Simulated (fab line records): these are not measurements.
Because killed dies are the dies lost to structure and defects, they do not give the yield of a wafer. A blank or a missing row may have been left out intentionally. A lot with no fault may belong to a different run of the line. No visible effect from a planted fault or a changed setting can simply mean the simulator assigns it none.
Matching of chambers	flow nandHarc	4 sister chambers for NHARC_THIN_TSV_DESCUM_14 on rieDiel-09
The step chemistry O2, time 3 s. 16 wafers are shown with their chamber, then 8 later ones without.

## WAFERS WITH THEIR CHAMBER
wafer	chamber	rfVppV (V)	throttleValvePct (%)	oesProductAu (a.u.)
L291.2	0	59.1	11.312	0.988
L291.3	3	58.1	11.301	0.998
L291.5	0	58.7	11.297	1.001
L293.1	3	57.7	11.308	1.011
L293.4	3	57.6	11.313	0.992
L293.6	0	58.0	11.302	0.997
L301.1	3	58.1	11.298	0.995
L301.4	0	58.5	11.296	1.000
L301.5	1	58.0	11.310	0.987
L300.3	0	58.5	11.308	0.994
L300.4	1	57.2	11.295	1.001
L300.5	0	59.0	11.315	0.996
L302.1	1	57.2	11.305	1.004
L302.3	2	56.4	11.314	0.998
L302.6	1	59.0	11.316	0.990
L304.2	1	58.8	11.300	1.003

SIGNATURES (means of the wafers above)
reading	chamber 0	chamber 1	chamber 2	chamber 3	scatter within a chamber
rfVppV	58.633	58.040	56.400	57.875	0.571
throttleValvePct	11.30500	11.30520	11.31400	11.30500	0.00775
oesProductAu	0.99600	0.99700	0.99800	0.99900	0.00689
Rule: for each reading, subtract the chamber's mean from the wafer's reading, divide by that reading's scatter and square the result; add these up over the readings and take the root, which gives the wafer's distance from the chamber. If the next closest chamber is less than 2 further off than the closest, the wafer can't be placed; otherwise it belongs to the closest. The scatter: the root of (the sum of the squares of (reading less its chamber's mean) over the shown wafers, divided by (wafers less chambers)).

## WAFERS WITHOUT THEIR CHAMBER
wafer	rfVppV (V)	throttleValvePct (%)	oesProductAu (a.u.)
L304.3	58.9	11.325	0.992
L304.6	59.5	11.307	1.007
L307.2	57.8	11.294	0.995
L307.5	58.4	11.315	0.991
L307.6	57.1	11.302	0.993
L308.3	58.0	11.330	1.001
L308.4	56.2	11.316	1.005
L308.5	58.2	11.306	1.000

## THE CHAMBER EACH PASSED THROUGH
wafer	from the rows above	in truth
L304.3	can't be placed: 0 or 1 or 3 or 2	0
L304.6	can't be placed: 0 or 1 or 3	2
L307.2	can't be placed: 1 or 3 or 0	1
L307.5	can't be placed: 0 or 1 or 3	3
L307.6	can't be placed: 3 or 1 or 2 or 0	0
L308.3	can't be placed: 3 or 1 or 0 or 2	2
L308.4	2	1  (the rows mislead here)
L308.5	can't be placed: 1 or 3 or 0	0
Correctly placed: 0 of 8. These rows do not allow placing 7 (true chamber among the candidates in 6). 1 placed wrongly.
